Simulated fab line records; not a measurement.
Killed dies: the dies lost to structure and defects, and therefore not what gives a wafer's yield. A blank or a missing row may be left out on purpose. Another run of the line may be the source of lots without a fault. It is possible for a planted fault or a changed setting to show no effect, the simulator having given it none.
Which tool is to blame? || flow nand-harc || 6 lots with 18 wafers sampled at 3 steps, on a route of 1302 steps

== WHAT THE GAUGES SHOWED, per wafer ==
NHARC_END_SORT_01.
{"lot": "L404", "measured": "day 28 08:50", "on": "prober-02", "sort-n-pass": "613 614 613"}
{"lot": "L407", "measured": "day 29 00:52", "on": "prober-02", "sort-n-pass": "641 576 637"}
{"lot": "L413", "measured": "day 31 09:58", "on": "prober-01", "sort-n-pass": "616 615 628"}
{"lot": "L417", "measured": "day 34 11:05", "on": "prober-02", "sort-n-pass": "629 623 613"}

== WHICH TOOL RAN EACH LOT (tool, then ch and the chambers of the sampled wafers, then the start) ==
{"lot": "L397", "NHARC_A_M0_PVD_21": "pvd-sputter-01, day 23 11:34", "NHARC_THIN_TSV_CMP_01": "cmp-04 ch 0,1,3, day 24 06:57"}
{"lot": "L404", "NHARC_A_M0_PVD_21": "pvd-sputter-03, day 26 17:47", "NHARC_THIN_TSV_CMP_01": "cmp-02 ch 1,2,3, day 27 15:32"}
{"lot": "L407", "NHARC_A_M0_PVD_21": "pvd-sputter-01, day 27 13:07", "NHARC_THIN_TSV_CMP_01": "cmp-01 ch 1,2, day 28 10:23"}
{"lot": "L408", "NHARC_A_M0_PVD_21": "pvd-sputter-03, day 28 16:54", "NHARC_THIN_TSV_CMP_01": "cmp-02 ch 0,1,2, day 29 13:24"}
{"lot": "L413", "NHARC_A_M0_PVD_21": "pvd-sputter-03, day 29 17:44", "NHARC_THIN_TSV_CMP_01": "cmp-01 ch 1,2,3, day 30 17:14"}
{"lot": "L417", "NHARC_A_M0_PVD_21": "pvd-sputter-02, day 32 19:17", "NHARC_THIN_TSV_CMP_01": "cmp-04 ch 1,3, day 33 21:14"}
- NHARC_A_M0_PVD_21: deposits Cu, target thk 30 nm, time 20.49 s.
- NHARC_THIN_TSV_CMP_01: polishes.

== THE ANSWER, worked out from the rows above alone ==
Rule: the lots themselves supply what counts as usual. The widest of any qualifying gaps counts: lots, ordered by their means at a reading, are off when they make up no more than a third of the lots, leave a main group of 4 or more, and stand apart from it by 3 or more times the standard deviation of that group's means. The tables above print the reading to a certain number of digits; a main group whose means all agree to those digits is not used. Also off: a lot with no number at a reading for which 4 or more lots have one. The other lots that the step has rows for count as sound.
Across all readings shown, no lot is off: no conclusion can be drawn from this.

== WHAT WAS PUT IN BY THE SIMULATOR ==
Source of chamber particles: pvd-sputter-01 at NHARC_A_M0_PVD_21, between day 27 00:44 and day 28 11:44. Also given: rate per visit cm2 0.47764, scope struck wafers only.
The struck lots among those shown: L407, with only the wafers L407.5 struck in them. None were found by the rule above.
